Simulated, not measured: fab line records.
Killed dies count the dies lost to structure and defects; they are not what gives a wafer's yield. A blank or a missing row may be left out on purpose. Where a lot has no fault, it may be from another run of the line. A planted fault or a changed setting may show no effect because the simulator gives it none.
The tool behind it: which one? / flow nandHarc / Sampling: 24 lots, 72 wafers, 6 of 1159 route steps

== WHAT EACH GAUGE READ, for each wafer ==
NHARC_A_BLC_CD_MEAS_10: the cd target is 100 nm. Usual: cdNm at 100.2 nm, with a standard deviation of 0.51.
lot=L074; measured=day 16 21:10; on=cdSem-01; cdNm (nm)=100.4 100.2 100.0; flag=
lot=L075; measured=day 17 13:48; on=cdSem-01; cdNm (nm)=99.3 100.0 101.2; flag=
lot=L076; measured=day 17 18:26; on=cdSem-03; cdNm (nm)=100.2 99.9 100.4; flag=
lot=L077; measured=day 17 19:02; on=cdSem-03; cdNm (nm)=99.3 100.3 100.4; flag=
lot=L078; measured=day 17 20:20; on=cdSem-03; cdNm (nm)=100.1 99.5 99.5; flag=
lot=L079; measured=day 18 05:32; on=cdSem-03; cdNm (nm)=100.0 99.9 100.1; flag=
lot=L080; measured=day 18 09:22; on=cdSem-03; cdNm (nm)=100.6 99.9 100.0; flag=
lot=L081; measured=day 18 17:38; on=cdSem-01; cdNm (nm)=101.6 101.3 101.6; flag=
lot=L082; measured=day 19 17:28; on=cdSem-02; cdNm (nm)=101.1 100.2 100.0; flag=
lot=L083; measured=day 19 18:06; on=cdSem-01; cdNm (nm)=100.0 100.3 100.8; flag=
lot=L087; measured=day 20 01:04; on=cdSem-03; cdNm (nm)=100.9 100.1 100.5; flag=
lot=L084; measured=day 20 05:08; on=cdSem-01; cdNm (nm)=99.9 100.7 100.5; flag=
lot=L086; measured=day 20 05:58; on=cdSem-03; cdNm (nm)=100.4 100.5 100.2; flag=
lot=L085; measured=day 20 12:28; on=cdSem-03; cdNm (nm)=100.0 100.4 99.9; flag=
lot=L088; measured=day 20 13:48; on=cdSem-01; cdNm (nm)=100.2 100.3 100.6; flag=
lot=L090; measured=day 21 07:25; on=cdSem-02; cdNm (nm)=100.9 101.1 100.7; flag=
lot=L089; measured=day 21 08:17; on=cdSem-03; cdNm (nm)=101.1 100.8 100.4; flag=
lot=L093; measured=day 21 22:58; on=cdSem-03; cdNm (nm)=99.6 99.2 99.1; flag=
lot=L092; measured=day 22 01:10; on=cdSem-02; cdNm (nm)=99.7 100.2 100.3; flag=
lot=L094; measured=day 22 07:44; on=cdSem-01; cdNm (nm)=99.8 100.2 100.3; flag=
lot=L091; measured=day 22 20:14; on=cdSem-03; cdNm (nm)=99.8 99.8 99.5; flag=
lot=L096; measured=day 22 21:00; on=cdSem-01; cdNm (nm)=100.2 100.0 100.0; flag=
lot=L097; measured=day 22 21:45; on=cdSem-03; cdNm (nm)=100.2 100.0 100.2; flag=
lot=L095; measured=day 23 01:43; on=cdSem-02; cdNm (nm)=100.2 100.2 100.9; flag=

NHARC_A_BONDPAD_INSPECT_23. Usual: rawDefectCount at 452, with a standard deviation of 110.
lot=L074; measured=day 17 12:58; on=defectInspect-01; rawDefectCount=496 365 345; flag=
lot=L075; measured=day 18 08:44; on=defectInspect-02; rawDefectCount=663 521 431; flag=
lot=L076; measured=day 18 10:23; on=defectInspect-01; rawDefectCount=497 742 603; flag=
lot=L077; measured=day 18 11:03; on=defectInspect-01; rawDefectCount=287 317 456; flag=
lot=L078; measured=day 18 17:02; on=defectInspect-02; rawDefectCount=355 329 725; flag=
lot=L079; measured=day 18 21:23; on=defectInspect-02; rawDefectCount=328 332 436; flag=
lot=L080; measured=day 19 02:25; on=defectInspect-02; rawDefectCount=316 370 441; flag=
lot=L081; measured=day 19 10:11; on=defectInspect-01; rawDefectCount=440 456 548; flag=
lot=L082; measured=day 20 11:29; on=defectInspect-01; rawDefectCount=642 508 417; flag=
lot=L083; measured=day 20 10:50; on=defectInspect-02; rawDefectCount=282 336 289; flag=
lot=L087; measured=day 20 17:09; on=defectInspect-02; rawDefectCount=424 334 665; flag=
lot=L084; measured=day 21 02:49; on=defectInspect-02; rawDefectCount=378 497 466; flag=
lot=L086; measured=day 21 03:32; on=defectInspect-01; rawDefectCount=415 403 414; flag=
lot=L085; measured=day 21 18:16; on=defectInspect-01; rawDefectCount=374 783 712; flag=
lot=L088; measured=day 21 18:54; on=defectInspect-02; rawDefectCount=385 405 362; flag=
lot=L090; measured=day 22 08:44; on=defectInspect-01; rawDefectCount=397 396 453; flag=
lot=L089; measured=day 22 09:31; on=defectInspect-01; rawDefectCount=524 539 477; flag=
lot=L093; measured=day 22 14:41; on=defectInspect-01; rawDefectCount=483 444 329; flag=
lot=L092; measured=day 22 17:19; on=defectInspect-01; rawDefectCount=408 467 473; flag=
lot=L094; measured=day 23 01:12; on=defectInspect-02; rawDefectCount=319 413 459; flag=
lot=L091; measured=day 23 11:51; on=defectInspect-02; rawDefectCount=477 594 511; flag=
lot=L096; measured=day 23 13:05; on=defectInspect-01; rawDefectCount=408 473 512; flag=
lot=L097; measured=day 23 14:52; on=defectInspect-02; rawDefectCount=536 469 591; flag=
lot=L095; measured=day 23 18:10; on=defectInspect-02; rawDefectCount=439 364 484; flag=

== WHICH TOOL RAN EACH LOT (tool, then ch and the chambers of the sampled wafers, then the start) ==
lot=L074; NHARC_A_CONTACT_ETCH_135=harCapEtch-02 ch 0,1, day 16 17:13; NHARC_A_M0_DEGAS_28=pvdSputter-01, day 17 02:17; NHARC_A_M0_ANNEAL_30=rtpAnneal-01 ch 0, day 17 03:05; NHARC_A_BONDPAD_DEGAS_25=pvdSputter-03, day 17 11:20
lot=L075; NHARC_A_CONTACT_ETCH_135=harCapEtch-02 ch 0,1, day 17 02:43; NHARC_A_M0_DEGAS_28=pvdSputter-03, day 17 22:15; NHARC_A_M0_ANNEAL_30=rtpAnneal-01 ch 0, day 17 22:59; NHARC_A_BONDPAD_DEGAS_25=pvdSputter-02, day 18 07:07
lot=L076; NHARC_A_CONTACT_ETCH_135=harCapEtch-02 ch 0,1, day 17 08:04; NHARC_A_M0_DEGAS_28=pvdSputter-01, day 17 23:46; NHARC_A_M0_ANNEAL_30=rtpAnneal-02 ch 0, day 18 00:37; NHARC_A_BONDPAD_DEGAS_25=pvdSputter-03, day 18 08:47
lot=L077; NHARC_A_CONTACT_ETCH_135=harCapEtch-03 ch 0,1, day 17 10:11; NHARC_A_M0_DEGAS_28=pvdSputter-02, day 18 00:20; NHARC_A_M0_ANNEAL_30=rtpAnneal-02 ch 0, day 18 01:19; NHARC_A_BONDPAD_DEGAS_25=pvdSputter-02, day 18 09:27
lot=L078; NHARC_A_CONTACT_ETCH_135=harCapEtch-01 ch 0,1, day 17 13:38; NHARC_A_M0_DEGAS_28=pvdSputter-01, day 18 06:20; NHARC_A_M0_ANNEAL_30=rtpAnneal-02 ch 0, day 18 07:06; NHARC_A_BONDPAD_DEGAS_25=pvdSputter-03, day 18 15:23
lot=L079; NHARC_A_CONTACT_ETCH_135=harCapEtch-02 ch 0,1, day 18 01:20; NHARC_A_M0_DEGAS_28=pvdSputter-02, day 18 10:41; NHARC_A_M0_ANNEAL_30=rtpAnneal-02 ch 0, day 18 11:32; NHARC_A_BONDPAD_DEGAS_25=pvdSputter-02, day 18 19:47
lot=L080; NHARC_A_CONTACT_ETCH_135=harCapEtch-03 ch 0,1, day 18 05:18; NHARC_A_M0_DEGAS_28=pvdSputter-02, day 18 15:40; NHARC_A_M0_ANNEAL_30=rtpAnneal-02 ch 0, day 18 16:29; NHARC_A_BONDPAD_DEGAS_25=pvdSputter-03, day 19 00:48
lot=L081; NHARC_A_CONTACT_ETCH_135=harCapEtch-02 ch 0,1, day 18 11:10; NHARC_A_M0_DEGAS_28=pvdSputter-03, day 18 23:52; NHARC_A_M0_ANNEAL_30=rtpAnneal-01 ch 0, day 19 00:36; NHARC_A_BONDPAD_DEGAS_25=pvdSputter-03, day 19 08:32
lot=L082; NHARC_A_CONTACT_ETCH_135=harCapEtch-02 ch 0,1, day 19 11:23; NHARC_A_M0_DEGAS_28=pvdSputter-02, day 20 00:16; NHARC_A_M0_ANNEAL_30=rtpAnneal-02 ch 0, day 20 01:20; NHARC_A_BONDPAD_DEGAS_25=pvdSputter-02, day 20 09:50
lot=L083; NHARC_A_CONTACT_ETCH_135=harCapEtch-01 ch 0,1, day 19 12:47; NHARC_A_M0_DEGAS_28=pvdSputter-03, day 20 00:07; NHARC_A_M0_ANNEAL_30=rtpAnneal-01 ch 0, day 20 00:55; NHARC_A_BONDPAD_DEGAS_25=pvdSputter-02, day 20 09:11
lot=L087; NHARC_A_CONTACT_ETCH_135=harCapEtch-01 ch 0,1, day 19 20:46; NHARC_A_M0_DEGAS_28=pvdSputter-01, day 20 06:41; NHARC_A_M0_ANNEAL_30=rtpAnneal-02 ch 0, day 20 07:34; NHARC_A_BONDPAD_DEGAS_25=pvdSputter-02, day 20 15:31
lot=L084; NHARC_A_CONTACT_ETCH_135=harCapEtch-03 ch 0, day 20 00:25; NHARC_A_M0_DEGAS_28=pvdSputter-01, day 20 16:30; NHARC_A_M0_ANNEAL_30=rtpAnneal-02 ch 0, day 20 17:17; NHARC_A_BONDPAD_DEGAS_25=pvdSputter-02, day 21 01:11
lot=L086; NHARC_A_CONTACT_ETCH_135=harCapEtch-03 ch 0,1, day 20 01:52; NHARC_A_M0_DEGAS_28=pvdSputter-02, day 20 16:43; NHARC_A_M0_ANNEAL_30=rtpAnneal-01 ch 0, day 20 17:34; NHARC_A_BONDPAD_DEGAS_25=pvdSputter-01, day 21 01:39
lot=L085; NHARC_A_CONTACT_ETCH_135=harCapEtch-02 ch 1, day 20 02:35; NHARC_A_M0_DEGAS_28=pvdSputter-03, day 21 07:49; NHARC_A_M0_ANNEAL_30=rtpAnneal-01 ch 0, day 21 08:32; NHARC_A_BONDPAD_DEGAS_25=pvdSputter-03, day 21 16:40
lot=L088; NHARC_A_CONTACT_ETCH_135=harCapEtch-01 ch 0,1, day 20 05:08; NHARC_A_M0_DEGAS_28=pvdSputter-01, day 21 08:23; NHARC_A_M0_ANNEAL_30=rtpAnneal-02 ch 0, day 21 09:17; NHARC_A_BONDPAD_DEGAS_25=pvdSputter-02, day 21 17:16
lot=L090; NHARC_A_CONTACT_ETCH_135=harCapEtch-01 ch 0,1, day 20 14:58; NHARC_A_M0_DEGAS_28=pvdSputter-02, day 21 22:10; NHARC_A_M0_ANNEAL_30=rtpAnneal-02 ch 0, day 21 23:03; NHARC_A_BONDPAD_DEGAS_25=pvdSputter-02, day 22 07:05
lot=L089; NHARC_A_CONTACT_ETCH_135=harCapEtch-03 ch 0,1, day 20 16:13; NHARC_A_M0_DEGAS_28=pvdSputter-03, day 21 22:38; NHARC_A_M0_ANNEAL_30=rtpAnneal-01 ch 0, day 21 23:26; NHARC_A_BONDPAD_DEGAS_25=pvdSputter-03, day 22 07:32
lot=L093; NHARC_A_CONTACT_ETCH_135=harCapEtch-03 ch 0,1, day 21 15:32; NHARC_A_M0_DEGAS_28=pvdSputter-01, day 22 04:20; NHARC_A_M0_ANNEAL_30=rtpAnneal-01 ch 0, day 22 05:13; NHARC_A_BONDPAD_DEGAS_25=pvdSputter-02, day 22 13:04
lot=L092; NHARC_A_CONTACT_ETCH_135=harCapEtch-02 ch 0,1, day 21 20:19; NHARC_A_M0_DEGAS_28=pvdSputter-01, day 22 06:24; NHARC_A_M0_ANNEAL_30=rtpAnneal-02 ch 0, day 22 07:08; NHARC_A_BONDPAD_DEGAS_25=pvdSputter-02, day 22 15:40
lot=L094; NHARC_A_CONTACT_ETCH_135=harCapEtch-01 ch 0,1, day 22 03:01; NHARC_A_M0_DEGAS_28=pvdSputter-03, day 22 14:37; NHARC_A_M0_ANNEAL_30=rtpAnneal-02 ch 0, day 22 15:28; NHARC_A_BONDPAD_DEGAS_25=pvdSputter-01, day 22 23:26
lot=L091; NHARC_A_CONTACT_ETCH_135=harCapEtch-03 ch 0,1, day 22 10:11; NHARC_A_M0_DEGAS_28=pvdSputter-02, day 23 01:28; NHARC_A_M0_ANNEAL_30=rtpAnneal-02 ch 0, day 23 02:18; NHARC_A_BONDPAD_DEGAS_25=pvdSputter-02, day 23 10:13
lot=L096; NHARC_A_CONTACT_ETCH_135=harCapEtch-01 ch 0,1, day 22 11:07; NHARC_A_M0_DEGAS_28=pvdSputter-02, day 23 02:12; NHARC_A_M0_ANNEAL_30=rtpAnneal-02 ch 0, day 23 02:56; NHARC_A_BONDPAD_DEGAS_25=pvdSputter-01, day 23 11:26
lot=L097; NHARC_A_CONTACT_ETCH_135=harCapEtch-03 ch 0,1, day 22 15:46; NHARC_A_M0_DEGAS_28=pvdSputter-02, day 23 04:07; NHARC_A_M0_ANNEAL_30=rtpAnneal-01 ch 0, day 23 05:13; NHARC_A_BONDPAD_DEGAS_25=pvdSputter-01, day 23 13:16
lot=L095; NHARC_A_CONTACT_ETCH_135=harCapEtch-03 ch 0,1, day 22 21:32; NHARC_A_M0_DEGAS_28=pvdSputter-01, day 23 07:13; NHARC_A_M0_ANNEAL_30=rtpAnneal-01 ch 0, day 23 07:57; NHARC_A_BONDPAD_DEGAS_25=pvdSputter-02, day 23 16:31
- NHARC_A_CONTACT_ETCH_135: etches the open film in C4F8/O2/Ar, time 132 s, target depth 1287 nm.
- NHARC_A_M0_DEGAS_28: time 60 s.
- NHARC_A_M0_ANNEAL_30: time 90 s.
- NHARC_A_BONDPAD_DEGAS_25: time 60 s.

== AS READ BY THE TOOLS THEMSELVES (means over the sampled wafers that have a number; for cases with no such wafer, the mark the record gives instead) ==
NHARC_A_M0_DEGAS_28. Usual: heaterPowerW at 323 W, with a standard deviation of 21.
lot=L074; tool=pvdSputter-01; heaterPowerW (W)=337; flag=
lot=L075; tool=pvdSputter-03; heaterPowerW (W)=333; flag=
lot=L076; tool=pvdSputter-01; heaterPowerW (W)=327; flag=
lot=L077; tool=pvdSputter-02; heaterPowerW (W)=310; flag=
lot=L078; tool=pvdSputter-01; heaterPowerW (W)=310; flag=
lot=L079; tool=pvdSputter-02; heaterPowerW (W)=321; flag=
lot=L080; tool=pvdSputter-02; heaterPowerW (W)=311; flag=
lot=L081; tool=pvdSputter-03; heaterPowerW (W)=329; flag=
lot=L082; tool=pvdSputter-02; heaterPowerW (W)=310; flag=
lot=L083; tool=pvdSputter-03; heaterPowerW (W)=327; flag=
lot=L087; tool=pvdSputter-01; heaterPowerW (W)=331; flag=
lot=L084; tool=pvdSputter-01; heaterPowerW (W)=317; flag=
lot=L086; tool=pvdSputter-02; heaterPowerW (W)=303; flag=
lot=L085; tool=pvdSputter-03; heaterPowerW (W)=344; flag=
lot=L088; tool=pvdSputter-01; heaterPowerW (W)=325; flag=
lot=L090; tool=pvdSputter-02; heaterPowerW (W)=327; flag=
lot=L089; tool=pvdSputter-03; heaterPowerW (W)=343; flag=
lot=L093; tool=pvdSputter-01; heaterPowerW (W)=314; flag=
lot=L092; tool=pvdSputter-01; heaterPowerW (W)=316; flag=
lot=L094; tool=pvdSputter-03; heaterPowerW (W)=336; flag=
lot=L091; tool=pvdSputter-02; heaterPowerW (W)=326; flag=
lot=L096; tool=pvdSputter-02; heaterPowerW (W)=306; flag=
lot=L097; tool=pvdSputter-02; heaterPowerW (W)=311; flag=
lot=L095; tool=pvdSputter-01; heaterPowerW (W)=310; flag=

NHARC_A_M0_ANNEAL_30. Usual: annealTempCMax 226.10, standard deviation 0.28; wafer_temp_C_max 225.96, standard deviation 0.25.
lot=L074 tool=rtpAnneal-01 annealTempCMax=226.36 wafer_temp_C_max=225.62 flag=
lot=L075 tool=rtpAnneal-01 annealTempCMax=225.84 wafer_temp_C_max=225.90 flag=
lot=L076 tool=rtpAnneal-02 annealTempCMax=226.13 wafer_temp_C_max=225.90 flag=
lot=L077 tool=rtpAnneal-02 annealTempCMax=226.28 wafer_temp_C_max=225.88 flag=
lot=L078 tool=rtpAnneal-02 annealTempCMax=225.95 wafer_temp_C_max=226.33 flag=
lot=L079 tool=rtpAnneal-02 annealTempCMax=226.08 wafer_temp_C_max=225.90 flag=
lot=L080 tool=rtpAnneal-02 annealTempCMax=225.94 wafer_temp_C_max=226.13 flag=
lot=L081 tool=rtpAnneal-01 annealTempCMax=225.98 wafer_temp_C_max=225.92 flag=
lot=L082 tool=rtpAnneal-02 annealTempCMax=225.97 wafer_temp_C_max=225.78 flag=
lot=L083 tool=rtpAnneal-01 annealTempCMax=225.81 wafer_temp_C_max=225.98 flag=
lot=L087 tool=rtpAnneal-02 annealTempCMax=226.04 wafer_temp_C_max=225.64 flag=
lot=L084 tool=rtpAnneal-02 annealTempCMax=226.15 wafer_temp_C_max=225.83 flag=
lot=L086 tool=rtpAnneal-01 annealTempCMax=225.92 wafer_temp_C_max=225.73 flag=
lot=L085 tool=rtpAnneal-01 annealTempCMax=226.12 wafer_temp_C_max=225.98 flag=
lot=L088 tool=rtpAnneal-02 annealTempCMax=226.14 wafer_temp_C_max=226.12 flag=
lot=L090 tool=rtpAnneal-02 annealTempCMax=226.55 wafer_temp_C_max=225.83 flag=
lot=L089 tool=rtpAnneal-01 annealTempCMax=225.86 wafer_temp_C_max=225.79 flag=
lot=L093 tool=rtpAnneal-01 annealTempCMax=226.08 wafer_temp_C_max=226.12 flag=
lot=L092 tool=rtpAnneal-02 annealTempCMax=226.10 wafer_temp_C_max=226.01 flag=
lot=L094 tool=rtpAnneal-02 annealTempCMax=226.17 wafer_temp_C_max=226.13 flag=
lot=L091 tool=rtpAnneal-02 annealTempCMax=226.13 wafer_temp_C_max=226.06 flag=
lot=L096 tool=rtpAnneal-02 annealTempCMax=226.12 wafer_temp_C_max=226.08 flag=
lot=L097 tool=rtpAnneal-01 annealTempCMax=225.86 wafer_temp_C_max=225.75 flag=
lot=L095 tool=rtpAnneal-01 annealTempCMax=225.92 wafer_temp_C_max=226.17 flag=

NHARC_A_BONDPAD_DEGAS_25. Usual: heaterPowerW at 447 W, with a standard deviation of 28.
lot=L074; tool=pvdSputter-03; heaterPowerW (W)=463; flag=
lot=L075; tool=pvdSputter-02; heaterPowerW (W)=427; flag=
lot=L076; tool=pvdSputter-03; heaterPowerW (W)=461; flag=
lot=L077; tool=pvdSputter-02; heaterPowerW (W)=432; flag=
lot=L078; tool=pvdSputter-03; heaterPowerW (W)=453; flag=
lot=L079; tool=pvdSputter-02; heaterPowerW (W)=448; flag=
lot=L080; tool=pvdSputter-03; heaterPowerW (W)=459; flag=
lot=L081; tool=pvdSputter-03; heaterPowerW (W)=468; flag=
lot=L082; tool=pvdSputter-02; heaterPowerW (W)=433; flag=
lot=L083; tool=pvdSputter-02; heaterPowerW (W)=432; flag=
lot=L087; tool=pvdSputter-02; heaterPowerW (W)=430; flag=
lot=L084; tool=pvdSputter-02; heaterPowerW (W)=442; flag=
lot=L086; tool=pvdSputter-01; heaterPowerW (W)=443; flag=
lot=L085; tool=pvdSputter-03; heaterPowerW (W)=475; flag=
lot=L088; tool=pvdSputter-02; heaterPowerW (W)=431; flag=
lot=L090; tool=pvdSputter-02; heaterPowerW (W)=457; flag=
lot=L089; tool=pvdSputter-03; heaterPowerW (W)=485; flag=
lot=L093; tool=pvdSputter-02; heaterPowerW (W)=432; flag=
lot=L092; tool=pvdSputter-02; heaterPowerW (W)=419; flag=
lot=L094; tool=pvdSputter-01; heaterPowerW (W)=457; flag=
lot=L091; tool=pvdSputter-02; heaterPowerW (W)=453; flag=
lot=L096; tool=pvdSputter-01; heaterPowerW (W)=444; flag=
lot=L097; tool=pvdSputter-01; heaterPowerW (W)=452; flag=
lot=L095; tool=pvdSputter-02; heaterPowerW (W)=453; flag=

== THE ANSWER, worked out from the rows above alone ==
Rule: a lot is off if the mean of its wafers that have a number lies more than 3 standard deviations from the usual mean. A lot without any number at a reading at which 4 lots or more have one is off too. All remaining lots with rows at the step are treated as sound. Order of review: gauges by route order, followed by the tools' own readings, for which a lot's mean as printed above is used. The first step at which some lot is off is used, and at that step the reading that is off furthest; a lot without a number counts as furthest.
None of the lots is off at any reading shown; this tells nothing.

== WHAT WAS PUT IN BY THE SIMULATOR ==
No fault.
